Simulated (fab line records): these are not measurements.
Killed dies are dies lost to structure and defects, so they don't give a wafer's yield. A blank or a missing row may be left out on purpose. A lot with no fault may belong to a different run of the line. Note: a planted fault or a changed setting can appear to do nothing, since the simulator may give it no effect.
fab line records	flow nand_harc
record lots=24	wafers=72	last_day=33
route steps=1302 shown P_GATE@190 P_CONTACT@240 P_M0@284 P_M1@315
lots that met no fault: from a run of the same line without faults
start_h: hours from the record's opening day to when the first of the lot's shown wafers began	wait_h: hours since the lot's step before	" unchanged from the row above	L1.1+2: a row that stands for several wafers	- no value, or no start was given	* or withheld: withheld	< > ~ a bound
route shown NAME@n: a module of which the file shows steps, and the number in the route of the first	usual: the fault-free wafers' mean and standard deviation	same: alike in all rows	chamber/n: place in a boat	sites: readings site by site	_std_site: the standard deviation of these	_edge_site: the outer-site mean with the inner-site mean subtracted	radius_mm: how far each site lies from the wafer's centre	mask NAME#n: copy n	behind: the last tool/chamber to shape the wafer	hold: cause of the lot's hold/its duration in hours/its outcome	device: the n, p or np transistor that did not switch	end of line: the route-end tests of the same wafers	a step with no rows: only its recipe	killed: dies lost to structure and defects at the first sort, not the wafer's yield	map: the dies of a wafer, with x for killed, . for not killed, _ for no die there
set.NAME: the setting as run; set.NAME@STEP: as run at that earlier step	model.NAME: the simulator's own value behind a step, which no gauge read
steps of the route over a sample of lots; a table a step, a row a wafer
services: from which hour (start_h, from the record's first day; less than 0 if before it) a tool's chamber was out of use, for how many hours, and why
## steps
# step NHARC_P_GATE_STRIP_76
# recipe power_w=1500	temp_c=250	chemistry=O2
# usual drypump_motor_current_A=5.78/0.16	heater_power_w=352/23
lot.wafer	tool	chamber	start_h	wait_h	drypump_motor_current_A	heater_power_w	rf_hours_counter_h
L074.1	plasma_asher-01	0	115.85	0.2	5.77	347	26
L074.3	"	0	"	"	5.76	347	-
L074.5	"	0	"	"	5.76	345	-
L075.4	plasma_asher-02	0	120.66	0.2	5.73	324	-
L075.3	"	1	"	"	5.59	364	-
L075.5	"	0	"	"	5.74	325	-
L076.2	plasma_asher-02	1	138.89	0.2	5.59	361	13
L076.3	"	0	"	"	5.72	336	-
L076.6	"	0	"	"	5.74	321	-
L077.2	plasma_asher-02	1	148.04	0.2	5.62	364	16
L077.4	"	0	"	"	5.73	320	-
L077.5	"	0	"	"	5.73	323	-
L078.2	plasma_asher-02	0	150.77	0.2	5.72	326	18
L078.4	"	0	"	"	5.72	323	-
L078.6	"	1	"	"	5.62	360	-
L079.2	plasma_asher-02	0	170.50	0.2	5.73	312	22
L079.1	"	1	"	"	5.64	379	22
L079.4	"	0	"	"	5.73	319	-
L080.4	plasma_asher-02	1	180.53	0.2	5.59	354	-
L080.6	"	1	"	"	5.62	358	-
L080.5	"	0	"	"	5.71	316	-
L081.2	plasma_asher-02	0	188.48	0.2	5.69	328	28
L081.1	"	1	"	"	5.61	375	28
L081.5	"	0	"	"	5.71	329	-
L082.1	plasma_asher-01	0	195.36	0.2	5.75	337	4
L082.4	"	0	"	"	5.74	333	-
L082.5	"	1	"	"	6.05	375	-
L083.1	plasma_asher-01	1	208.52	0.2	6.05	376	6
L083.2	"	0	"	"	5.75	337	6
L083.3	"	0	"	"	5.75	335	-
L084.1	plasma_asher-02	0	218.06	0.2	5.71	334	34
L084.3	"	1	"	"	5.60	358	-
L084.5	"	1	"	"	5.64	357	-
L085.2	plasma_asher-02	1	230.54	0.2	5.59	367	36
L085.1	"	0	"	"	5.71	330	36
L085.5	"	0	"	"	5.71	321	-
L086.1	plasma_asher-01	1	231.03	0.2	6.05	377	11
L086.3	"	1	"	"	6.03	373	-
L086.6	"	0	"	"	5.73	336	-
L087.4	plasma_asher-01	0	253.33	0.2	5.77	343	-
L087.3	"	1	"	"	6.06	375	-
L087.6	"	0	"	"	5.74	343	-
L088.2	plasma_asher-01	1	253.95	0.2	6.04	371	16
L088.1	"	0	"	"	5.76	343	16
L088.6	"	1	"	"	6.05	370	-
L090.3	plasma_asher-02	1	267.30	0.1	5.59	386	-
L090.5	"	0	"	"	5.73	310	-
L090.6	"	1	"	"	5.61	393	-
L089.1	plasma_asher-01	1	268.20	0.2	6.07	373	21
L089.4	"	0	"	"	5.79	339	-
L089.3	"	1	"	"	6.06	385	-
L091.1	plasma_asher-01	1	284.77	0.2	6.05	373	25
L091.4	"	0	"	"	5.77	338	-
L091.3	"	1	"	"	6.07	368	-
L092.2	plasma_asher-02	1	295.39	0.2	5.61	393	7
L092.3	"	0	"	"	5.72	319	-
L092.6	"	1	"	"	5.58	398	-
L093.2	plasma_asher-02	1	296.77	0.2	5.63	400	7
L093.5	"	1	"	"	5.61	389	-
L093.6	"	0	"	"	5.72	319	-
L094.4	plasma_asher-01	0	309.92	0.2	5.78	342	-
L094.3	"	1	"	"	6.06	369	-
L094.6	"	0	"	"	5.76	339	-
L095.2	plasma_asher-01	0	315.80	0.2	5.72	342	31
L095.4	"	0	"	"	5.75	334	-
L095.6	"	0	"	"	5.74	333	-
L096.3	plasma_asher-01	1	332.59	0.2	6.03	379	-
L096.4	"	0	"	"	5.73	333	-
L096.6	"	0	"	"	5.74	349	-
L097.2	plasma_asher-01	1	340.46	0.2	6.05	377	36
L097.3	"	0	"	"	5.75	347	-
L097.5	"	0	"	"	5.75	333	-
# step NHARC_P_GATE_DESCUM_93
# recipe time_s=3	o2_flow_sccm=200	ar_flow_sccm=0	bias_power_w=0	chemistry=O2
# usual drypump_motor_current_A=5.6/0.37	oes_product_au=1.002/0.0069	rf_vpp_V=57.9/0.84	showerhead_plenum_p_Torr=1.97/0.081	throttle_valve_pct=11.311/0.0089
lot.wafer	tool	chamber	start_h	wait_h	drypump_motor_current_A	oes_product_au	rf_hours_counter_h	rf_vpp_V	showerhead_plenum_p_Torr	throttle_valve_pct
L074.3	rie_diel-07	2	116.93	-	5.7	1.008	8.3	57.4	1.86	11.307
L074.1	"	0	"	"	6.7	1.020	8.5	58.3	2.04	11.291
L074.5	"	2	"	"	5.7	1.002	-	58.2	1.86	11.299
L075.4	rie_diel-06	1	121.71	-	5.3	0.992	12.0	57.0	2.06	11.317
L075.3	"	3	"	"	5.9	1.001	13.3	59.3	2.06	11.318
L075.5	"	2	"	"	6.1	0.994	-	58.5	1.91	11.297
L076.3	rie_diel-06	0	140.02	-	5.4	1.019	0	57.6	2.02	11.307
L076.2	"	1	"	"	5.2	0.996	0	58.0	2.06	11.310
L076.6	"	0	"	"	5.4	1.014	-	57.3	2.02	11.311
L077.2	rie_diel-07	3	149.13	-	5.5	1.012	0.7	58.3	1.98	11.310
L077.4	"	1	"	"	5.6	0.999	1.0	57.9	1.90	11.313
L077.5	"	2	"	"	5.7	1.002	-	57.3	1.86	11.302
L078.2	rie_diel-07	0	151.85	-	6.6	1.008	0.8	59.2	2.04	11.306
L078.4	"	1	"	"	5.7	0.995	1.0	58.2	1.90	11.325
L078.6	"	0	"	"	6.6	1.007	-	57.3	2.04	11.317
L079.4	rie_diel-10	3	171.60	-	5.5	1.004	5.8	57.7	1.84	11.320
L079.2	"	0	"	"	5.4	1.007	4.3	58.6	1.96	11.312
L079.1	"	1	"	"	5.2	0.999	4.0	57.0	1.91	11.314
L080.4	rie_diel-10	1	181.50	-	5.3	1.002	4.0	57.2	1.91	11.302
L080.6	"	2	"	"	5.5	1.008	-	57.1	1.84	11.304
L080.5	"	3	"	"	5.5	1.003	-	56.7	1.84	11.324
L081.1	rie_diel-06	1	189.56	-	5.2	1.004	1.9	58.9	2.06	11.316
L081.2	"	2	"	"	6.1	1.006	1.5	58.4	1.91	11.315
L081.5	"	2	"	"	6.1	1.009	-	58.4	1.91	11.312
L082.4	rie_diel-06	1	196.33	-	5.2	0.999	3.0	58.1	2.06	11.318
L082.1	"	2	"	"	6.1	1.008	2.6	57.8	1.91	11.301
L082.5	"	0	"	"	5.4	0.994	-	58.8	2.02	11.315
L083.2	rie_diel-06	3	209.61	-	5.9	0.991	2.7	57.9	2.06	11.310
L083.1	"	0	"	"	5.4	0.995	3.1	58.0	2.02	11.322
L083.3	"	2	"	"	6.1	0.999	2.7	56.5	1.91	11.306
L084.3	rie_diel-06	1	219.01	-	5.2	0.992	3.2	58.3	2.05	11.314
L084.1	"	2	"	"	6.1	0.994	2.9	57.8	1.91	11.313
L084.5	"	1	"	"	5.2	0.997	-	58.5	2.06	11.306
L085.1	rie_diel-07	0	231.62	-	6.6	1.010	3.8	56.3	2.04	11.317
L085.2	"	2	"	"	5.7	1.011	3.8	58.2	1.86	11.298
L085.5	"	1	"	"	5.6	1.006	-	57.7	1.90	11.295
L086.3	rie_diel-06	2	232.11	-	6.1	1.016	3.5	58.3	1.91	11.300
L086.1	"	0	"	"	5.4	1.003	4.2	58.8	2.02	11.318
L086.6	"	2	"	"	6.1	1.010	-	57.4	1.91	11.312
L087.3	rie_diel-06	0	254.39	-	5.4	1.005	4.8	57.6	2.02	11.332
L087.4	"	2	"	"	6.0	1.004	4.1	56.7	1.91	11.317
L087.6	"	3	"	"	5.9	0.994	-	56.8	2.06	11.324
L088.2	rie_diel-10	3	254.93	-	5.5	0.998	0.0	57.6	1.84	11.309
L088.1	"	0	"	"	5.4	1.010	0.1	58.4	1.96	11.318
L088.6	"	2	"	"	5.5	1.003	-	60.0	1.83	11.304
L090.3	rie_diel-10	3	268.23	-	5.5	1.003	0.3	56.1	1.84	11.318
L090.5	"	3	"	"	5.5	1.000	-	58.0	1.84	11.324
L090.6	"	0	"	"	5.4	1.007	-	57.3	1.96	11.310
L089.1	rie_diel-07	3	269.28	-	5.5	1.008	5.7	57.4	1.98	11.316
L089.3	"	0	"	"	6.6	1.003	5.4	57.7	2.04	11.311
L089.4	"	1	"	"	5.6	0.992	4.9	57.7	1.90	11.301
L091.4	rie_diel-06	0	285.74	-	5.4	1.009	6.2	58.6	2.02	11.326
L091.3	"	1	"	"	5.3	0.994	6.7	60.0	2.05	11.293
L091.1	"	2	"	"	6.1	1.005	5.7	58.6	1.91	11.300
L092.2	rie_diel-06	1	296.45	-	5.2	0.994	7.6	58.3	2.05	11.316
L092.3	"	3	"	"	6.0	1.005	5.9	57.3	2.06	11.314
L092.6	"	2	"	"	6.0	1.001	-	57.8	1.91	11.314
L093.2	rie_diel-06	1	297.88	-	5.3	0.994	7.6	57.7	2.05	11.315
L093.6	"	3	"	"	5.9	0.998	-	57.0	2.06	11.300
L093.5	"	0	"	"	5.4	1.006	-	57.5	2.02	11.302
L094.4	rie_diel-10	2	310.87	-	5.5	1.010	3.6	56.7	1.83	11.303
L094.3	"	3	"	"	5.5	0.991	3.7	58.4	1.83	11.317
L094.6	"	3	"	"	5.5	0.994	-	57.7	1.83	11.296
L095.4	rie_diel-06	0	316.77	-	5.4	1.002	0	57.7	2.02	11.321
L095.2	"	1	"	"	5.2	0.996	0	57.9	2.05	11.302
L095.6	"	2	"	"	6.1	0.998	-	57.3	1.91	11.318
L096.4	rie_diel-07	2	333.64	-	5.7	1.002	2.1	57.2	1.85	11.300
L096.3	"	3	"	"	5.5	1.005	2.4	58.2	1.98	11.306
L096.6	"	2	"	"	5.7	1.011	-	58.4	1.85	11.316
L097.3	rie_diel-06	2	341.43	-	6.1	1.005	0.6	57.9	1.91	11.304
L097.2	"	0	"	"	5.4	1.007	0.7	60.6	2.02	11.312
L097.5	"	1	"	"	5.2	0.993	-	60.1	2.05	11.304
# step NHARC_P_GATE_RTA_80
# recipe temp_c=300	time_s=30
# usual wafer_temp_C_max=301.7/0.55
lot.wafer	tool	chamber	start_h	wait_h	wafer_temp_C_max
L074.1	rtp_anneal-01	0	119.18	-	302.1
L074.3	"	0	"	"	301.4
L074.5	"	0	"	"	302.0
L075.3	rtp_anneal-01	0	124.01	-	301.7
L075.4	"	0	"	"	301.8
L075.5	"	0	"	"	302.4
L076.2	rtp_anneal-01	0	142.30	-	302.6
L076.3	"	0	"	"	302.1
L076.6	"	0	"	"	302.4
L077.2	rtp_anneal-01	0	151.64	-	301.5
L077.4	"	0	"	"	302.5
L077.5	"	0	"	"	302.5
L078.2	rtp_anneal-01	0	154.11	-	302.3
L078.4	"	0	"	"	302.4
L078.6	"	0	"	"	302.0
L079.1	rtp_anneal-02	0	173.85	-	301.8
L079.2	"	0	"	"	301.6
L079.4	"	0	"	"	301.0
L080.4	rtp_anneal-02	0	183.87	-	300.9
L080.5	"	0	"	"	301.1
L080.6	"	0	"	"	301.0
L081.1	rtp_anneal-02	0	191.82	-	301.0
L081.2	"	0	"	"	301.1
L081.5	"	0	"	"	301.3
L082.1	rtp_anneal-02	0	198.56	-	301.6
L082.4	"	0	"	"	301.2
L082.5	"	0	"	"	301.7
L083.1	rtp_anneal-02	0	211.84	-	301.2
L083.2	"	0	"	"	301.2
L083.3	"	0	"	"	301.1
L084.1	rtp_anneal-01	0	221.25	-	301.6
L084.3	"	0	"	"	301.8
L084.5	"	0	"	"	302.1
L085.1	rtp_anneal-02	0	233.87	-	300.7
L085.2	"	0	"	"	301.1
L085.5	"	0	"	"	301.0
L086.1	rtp_anneal-02	0	234.37	-	301.8
L086.3	"	0	"	"	301.1
L086.6	"	0	"	"	301.0
L087.3	rtp_anneal-01	0	256.82	-	302.8
L087.4	"	0	"	"	302.8
L087.6	"	0	"	"	302.3
L088.1	rtp_anneal-01	0	257.58	-	302.2
L088.2	"	0	"	"	302.0
L088.6	"	0	"	"	301.9
L090.3	rtp_anneal-02	0	270.55	-	301.5
L090.5	"	0	"	"	301.2
L090.6	"	0	"	"	301.6
L089.1	rtp_anneal-01	0	271.52	-	301.6
L089.3	"	0	"	"	301.6
L089.4	"	0	"	"	302.4
L091.1	rtp_anneal-01	0	288.14	-	302.0
L091.3	"	0	"	"	302.4
L091.4	"	0	"	"	301.6
L092.2	rtp_anneal-02	0	298.75	-	301.0
L092.3	"	0	"	"	301.2
L092.6	"	0	"	"	301.5
L093.2	rtp_anneal-01	0	300.12	-	301.6
L093.5	"	0	"	"	302.6
L093.6	"	0	"	"	302.3
L094.3	rtp_anneal-02	0	313.19	-	301.4
L094.4	"	0	"	"	301.6
L094.6	"	0	"	"	301.5
L095.2	rtp_anneal-01	0	319.03	-	302.1
L095.4	"	0	"	"	302.4
L095.6	"	0	"	"	301.7
L096.3	rtp_anneal-01	0	335.94	-	301.4
L096.4	"	0	"	"	302.3
L096.6	"	0	"	"	302.2
L097.2	rtp_anneal-02	0	343.72	-	301.2
L097.3	"	0	"	"	301.0
L097.5	"	0	"	"	301.4
# step NHARC_P_CONTACT_ETCH_31
# recipe target_depth_a=300	time_s=85.7	ion_energy_ev=120	over_etch_frac=1	ch3f_flow_sccm=50	o2_flow_sccm=30	ar_flow_sccm=200	rf_w=500	bias_w=100	chemistry=CH3F/O2
# usual drypump_motor_current_A=5.8/0.54	oes_product_au=0.977/0.014	rf_vpp_V=244.6/1.9	showerhead_plenum_p_Torr=2.48/0.13	throttle_valve_pct=20.664/0.0093
lot.wafer	tool	chamber	start_h	wait_h	drypump_motor_current_A	oes_product_au	rf_hours_counter_h	rf_vpp_V	showerhead_plenum_p_Torr	throttle_valve_pct
L074.3	rie_diel-04	1	-	-	5.1	0.961	3.7	241.1	2.33	20.677
L074.1	"	0	"	"	4.9	0.966	3.0	244.7	2.53	20.674
L074.5	"	2	"	"	6.6	0.997	-	247.1	2.64	20.663
L075.4	rie_diel-01	0	-	-	5.9	0.978	2.1	246.9	2.65	20.665
L075.3	"	1	"	"	6.4	0.987	3.0	243.0	2.32	20.666
L075.5	"	0	"	"	5.9	0.985	-	248.1	2.65	20.663
L076.2	rie_diel-04	0	-	-	4.9	0.981	3.5	245.2	2.53	20.669
L076.3	"	3	"	"	5.6	0.977	3.4	244.2	2.44	20.653
L076.6	"	0	"	"	4.9	0.976	-	244.3	2.53	20.676
L077.4	rie_diel-04	2	-	-	6.5	0.989	4.4	247.2	2.64	20.669
L077.2	"	3	"	"	5.6	0.979	3.8	243.5	2.44	20.655
L077.5	"	1	"	"	5.0	0.985	-	242.2	2.33	20.655
L078.4	rie_diel-04	2	-	-	6.5	0.962	4.8	247.2	2.64	20.655
L078.2	"	3	"	"	5.6	0.947	4.0	245.2	2.44	20.660
L078.6	"	3	"	"	5.6	0.959	-	245.0	2.44	20.666
L079.2	rie_diel-01	1	-	-	6.4	0.994	4.0	241.4	2.32	20.681
L079.4	"	2	"	"	6.0	0.992	4.3	244.7	2.52	20.656
L079.1	"	3	"	"	6.1	0.995	4.1	244.1	2.40	20.674
L080.4	rie_diel-04	2	187.05	-	6.6	1.008	0.0	245.6	2.64	20.666
L080.5	"	0	"	"	4.9	1.002	-	245.7	2.53	20.669
L080.6	"	1	"	"	5.0	0.998	-	242.8	2.33	20.659
L081.1	rie_diel-12	2	-	-	6.2	0.995	5.1	244.5	2.55	20.665
L081.2	"	0	"	"	6.0	0.971	4.9	247.1	2.64	20.655
L081.5	"	2	"	"	6.2	0.993	-	245.8	2.55	20.668
L082.4	rie_diel-01	3	-	-	6.1	0.976	4.5	243.6	2.40	20.671
L082.1	"	2	"	"	6.0	0.994	5.0	246.2	2.52	20.675
L082.5	"	0	"	"	5.9	0.961	-	247.3	2.65	20.666
L083.1	rie_diel-04	3	-	-	5.6	0.962	1.1	243.6	2.44	20.666
L083.2	"	0	"	"	4.9	0.957	0.9	246.5	2.53	20.654
L083.3	"	2	"	"	6.5	0.950	1.0	247.2	2.64	20.671
L084.1	rie_diel-12	2	-	-	6.2	0.965	6.8	245.8	2.55	20.639
L084.3	"	1	"	"	6.2	0.943	7.7	242.1	2.39	20.675
L084.5	"	2	"	"	6.2	0.968	-	244.5	2.55	20.672
L085.2	rie_diel-04	1	-	-	5.1	0.956	1.2	242.3	2.33	20.673
L085.1	"	3	"	"	5.6	0.969	1.7	244.2	2.44	20.663
L085.5	"	1	"	"	5.0	0.949	-	243.3	2.33	20.671
L086.3	rie_diel-01	0	-	-	5.9	0.962	0.5	246.3	2.65	20.651
L086.1	"	2	"	"	6.0	0.958	0.7	246.5	2.52	20.666
L086.6	"	3	"	"	6.1	0.970	-	244.5	2.40	20.649
L087.4	rie_diel-01	2	-	-	6.0	0.986	1.4	245.7	2.52	20.660
L087.3	"	3	"	"	6.0	0.985	1.4	244.9	2.40	20.680
L087.6	"	1	"	"	6.4	0.994	-	242.3	2.32	20.653
L088.1	rie_diel-01	1	-	-	6.4	0.964	1.6	243.0	2.32	20.673
L088.2	"	3	"	"	6.1	0.966	1.6	241.7	2.40	20.678
L088.6	"	1	"	"	6.4	0.965	-	243.6	2.32	20.676
L090.3	rie_diel-04	1	-	-	5.0	0.978	1.6	243.1	2.33	20.662
L090.6	"	1	"	"	5.0	0.970	-	242.7	2.33	20.657
L090.5	"	2	"	"	6.5	0.970	-	245.0	2.64	20.655
L089.3	rie_diel-01	0	-	-	5.9	0.977	1.9	246.1	2.65	20.660
L089.4	"	1	"	"	6.4	0.981	1.9	243.7	2.31	20.672
L089.1	"	2	"	"	6.0	0.975	2.1	245.7	2.52	20.657
L091.3	rie_diel-12	0	-	-	6.0	0.990	0.9	248.7	2.63	20.675
L091.4	"	1	"	"	6.2	0.988	1.2	241.3	2.39	20.652
L091.1	"	3	"	"	6.1	0.993	1.1	241.5	2.29	20.672
L092.3	rie_diel-04	2	-	-	6.5	0.985	3.6	246.8	2.64	20.669
L092.2	"	3	"	"	5.6	0.968	3.5	242.3	2.44	20.660
L092.6	"	2	"	"	6.5	0.987	-	249.2	2.64	20.673
L093.2	rie_diel-12	1	-	-	6.2	0.959	1.8	242.8	2.39	20.680
L093.5	"	0	"	"	6.0	0.957	-	246.2	2.63	20.660
L093.6	"	1	"	"	6.2	0.976	-	244.2	2.39	20.653
L094.3	rie_diel-01	2	-	-	6.0	0.970	3.3	244.6	2.52	20.657
L094.4	"	0	"	"	5.9	0.977	3.2	246.7	2.65	20.661
L094.6	"	1	"	"	6.4	0.985	-	243.3	2.31	20.660
L095.4	rie_diel-04	3	-	-	5.6	0.991	4.2	245.7	2.44	20.674
L095.2	"	1	"	"	5.1	0.972	3.3	243.6	2.33	20.648
L095.6	"	3	"	"	5.6	0.997	-	244.8	2.44	20.665
L096.4	rie_diel-04	3	-	-	5.6	0.974	4.8	244.1	2.44	20.657
L096.3	"	0	"	"	4.9	0.984	4.8	245.6	2.53	20.661
L096.6	"	1	"	"	5.1	0.988	-	243.8	2.33	20.659
L097.2	rie_diel-04	1	-	-	5.1	0.964	4.3	242.4	2.33	20.669
L097.3	"	2	"	"	6.5	0.993	5.1	244.8	2.64	20.674
L097.5	"	0	"	"	4.9	0.988	-	244.7	2.53	20.662
# step NHARC_P_M0_DEP_32
# recipe target_thk_a=300	temp_c=370	target_thk_nm=30	pressure_torr=3	flow_sccm=200	rf_w=450	material=SiCN
# usual chamber_pressure_Torr=2.999/0.0067	heater_power_w=592/69
lot.wafer	tool	chamber	start_h	wait_h	chamber_pressure_Torr	heater_power_w
L074.3	pecvd-01	1	128.43	0.1	2.990	476
L074.1	"	0	"	"	3.012	458
L074.5	"	2	"	"	2.998	644
L075.3	pecvd-04	2	133.24	0.1	3.004	491
L075.4	"	0	"	"	2.991	670
L075.5	"	1	"	"	2.996	585
L076.2	pecvd-03	2	151.53	0.1	3.014	590
L076.3	"	1	"	"	3.008	546
L076.6	"	1	"	"	3.000	547
L077.2	pecvd-04	2	160.84	0.1	2.999	527
L077.5	"	0	"	"	2.995	592
L077.4	"	1	"	"	3.005	648
L078.2	pecvd-01	2	164.07	0.1	2.989	734
L078.6	"	1	"	"	2.982	522
L078.4	"	2	"	"	2.994	711
L079.1	pecvd-04	2	183.18	0.1	2.993	598
L079.2	"	0	"	"	3.001	659
L079.4	"	2	"	"	2.992	598
L080.4	pecvd-01	0	193.73	0.2	2.993	571
L080.5	"	1	"	"	3.014	480
L080.6	"	2	"	"	2.994	714
L081.2	pecvd-03	1	201.02	0.1	2.994	567
L081.1	"	2	"	"	2.992	502
L081.5	"	0	"	"	3.002	560
L082.1	pecvd-04	2	207.78	0.1	3.005	529
L082.5	"	1	"	"	2.995	659
L082.4	"	2	"	"	3.000	531
L083.1	pecvd-03	2	221.37	0.1	3.014	592
L083.3	"	0	"	"	3.003	540
L083.2	"	1	"	"	2.997	551
L084.3	pecvd-01	0	230.52	0.1	2.994	477
L084.1	"	1	"	"	2.995	504
L084.5	"	0	"	"	3.006	482
L085.1	pecvd-03	0	243.20	0.1	3.000	498
L085.2	"	1	"	"	2.994	543
L085.5	"	1	"	"	2.998	571
L086.3	pecvd-04	1	244.27	0.1	2.995	655
L086.1	"	2	"	"	3.012	619
L086.6	"	2	"	"	3.001	615
L087.3	pecvd-04	0	266.15	0.1	3.000	669
L087.6	"	1	"	"	2.998	644
L087.4	"	0	"	"	2.997	673
L088.2	pecvd-01	0	266.82	0.1	2.993	552
L088.1	"	1	"	"	3.006	503
L088.6	"	1	"	"	3.007	511
L090.3	pecvd-03	0	280.69	0.1	2.997	458
L090.6	"	0	"	"	2.995	470
L090.5	"	2	"	"	2.997	623
L089.1	pecvd-01	1	280.71	0.1	2.993	551
L089.3	"	2	"	"	2.998	636
L089.4	"	2	"	"	3.004	654
L091.3	pecvd-01	2	297.24	0.1	3.000	735
L091.1	"	1	"	"	3.011	556
L091.4	"	1	"	"	2.998	546
L092.3	pecvd-01	0	308.03	0.1	2.994	570
L092.2	"	1	"	"	2.989	451
L092.6	"	2	"	"	3.008	701
L093.2	pecvd-01	0	309.37	0.1	3.006	543
L093.6	"	0	"	"	2.986	549
L093.5	"	1	"	"	2.998	554
L094.3	pecvd-04	1	322.37	0.1	3.003	714
L094.4	"	2	"	"	3.000	607
L094.6	"	0	"	"	2.993	665
L095.2	pecvd-04	2	328.14	0.1	3.000	623
L095.4	"	0	"	"	2.997	614
L095.6	"	1	"	"	3.005	691
L096.3	pecvd-04	0	345.05	0.1	2.996	621
L096.6	"	2	"	"	3.007	618
L096.4	"	0	"	"	2.999	629
L097.3	pecvd-04	0	353.20	0.1	3.001	611
L097.2	"	2	"	"	2.990	600
L097.5	"	0	"	"	2.999	615
# step NHARC_P_M1_INSPECT_27
# usual raw_defect_count=297/100
lot.wafer	tool	chamber	start_h	wait_h	raw_defect_count
L074.1	defect_inspect-01	-	132.30	0.0	392
L074.3	"	-	"	"	380
L074.5	"	-	"	"	227
L075.3	defect_inspect-02	-	137.39	0.0	214
L075.4	"	-	"	"	218
L075.5	"	-	"	"	290
L076.2	defect_inspect-01	-	155.58	0.0	224
L076.3	"	-	"	"	254
L076.6	"	-	"	"	515
L077.2	defect_inspect-02	-	164.76	0.0	175
L077.4	"	-	"	"	245
L077.5	"	-	"	"	174
L078.2	defect_inspect-01	-	167.92	0.0	421
L078.4	"	-	"	"	217
L078.6	"	-	"	"	343
L079.1	defect_inspect-02	-	187.11	0.0	563
L079.2	"	-	"	"	163
L079.4	"	-	"	"	178
L080.4	defect_inspect-01	-	198.15	0.0	216
L080.5	"	-	"	"	348
L080.6	"	-	"	"	229
L081.1	defect_inspect-02	-	205.02	0.0	424
L081.2	"	-	"	"	422
L081.5	"	-	"	"	605
L082.1	defect_inspect-01	-	211.64	0.0	378
L082.4	"	-	"	"	277
L082.5	"	-	"	"	332
L083.1	defect_inspect-01	-	225.38	0.0	241
L083.2	"	-	"	"	327
L083.3	"	-	"	"	324
L084.1	defect_inspect-02	-	234.34	0.0	310
L084.3	"	-	"	"	547
L084.5	"	-	"	"	413
L085.1	defect_inspect-01	-	248.49	0.0	202
L085.2	"	-	"	"	168
L085.5	"	-	"	"	224
L086.1	defect_inspect-02	-	248.80	0.0	309
L086.3	"	-	"	"	293
L086.6	"	-	"	"	225
L087.3	defect_inspect-01	-	270.04	0.0	148
L087.4	"	-	"	"	189
L087.6	"	-	"	"	283
L088.1	defect_inspect-02	-	270.88	0.0	150
L088.2	"	-	"	"	279
L088.6	"	-	"	"	201
L089.1	defect_inspect-01	-	284.84	0.0	248
L089.3	"	-	"	"	228
L089.4	"	-	"	"	189
L090.3	defect_inspect-02	-	285.09	0.0	462
L090.5	"	-	"	"	241
L090.6	"	-	"	"	250
L091.1	defect_inspect-01	-	301.68	0.0	320
L091.3	"	-	"	"	167
L091.4	"	-	"	"	310
L092.2	defect_inspect-01	-	311.98	0.0	369
L092.3	"	-	"	"	425
L092.6	"	-	"	"	180
L093.2	defect_inspect-02	-	313.34	0.0	327
L093.5	"	-	"	"	363
L093.6	"	-	"	"	403
L094.3	defect_inspect-02	-	326.87	0.0	347
L094.4	"	-	"	"	349
L094.6	"	-	"	"	239
L095.2	defect_inspect-02	-	332.16	0.0	389
L095.4	"	-	"	"	297
L095.6	"	-	"	"	243
L096.3	defect_inspect-02	-	349.02	0.0	202
L096.4	"	-	"	"	273
L096.6	"	-	"	"	246
L097.2	defect_inspect-02	-	357.21	0.0	231
L097.3	"	-	"	"	284
L097.5	"	-	"	"	255
## services
tool	chamber	start_h	hours	kind
rie_diel-04	0	100.87	6.5	repair
rie_diel-06	2	108.63	3.4	repair
pecvd-01	-	130.07	13.0	pm
rie_diel-06	-	130.30	9.0	pm
plasma_asher-01	-	145.51	8.7	repair
plasma_asher-01	-	165.00	9.0	pm
rie_diel-06	-	175.52	0.6	repair
rie_diel-04	-	177.95	9.0	pm
pecvd-01	-	183.52	1.0	repair
rie_diel-04	1	202.27	5.6	repair
rie_diel-04	0	202.63	6.6	repair
rie_diel-04	1	213.65	8.8	repair
plasma_asher-02	-	240.11	1.4	repair
plasma_asher-02	-	250.07	9.0	pm
rie_diel-04	1	262.72	10.7	repair
rie_diel-04	3	263.05	1.7	repair
pecvd-04	-	269.49	13.0	pm
plasma_asher-01	-	296.23	1.5	repair
rie_diel-06	-	307.30	9.0	pm
pecvd-01	-	311.30	13.0	pm
rie_diel-06	3	331.37	10.3	repair
pecvd-01	-	340.93	1.6	repair
plasma_asher-01	-	342.58	9.0	pm
plasma_asher-02	-	345.42	1.7	repair
## key
fault none
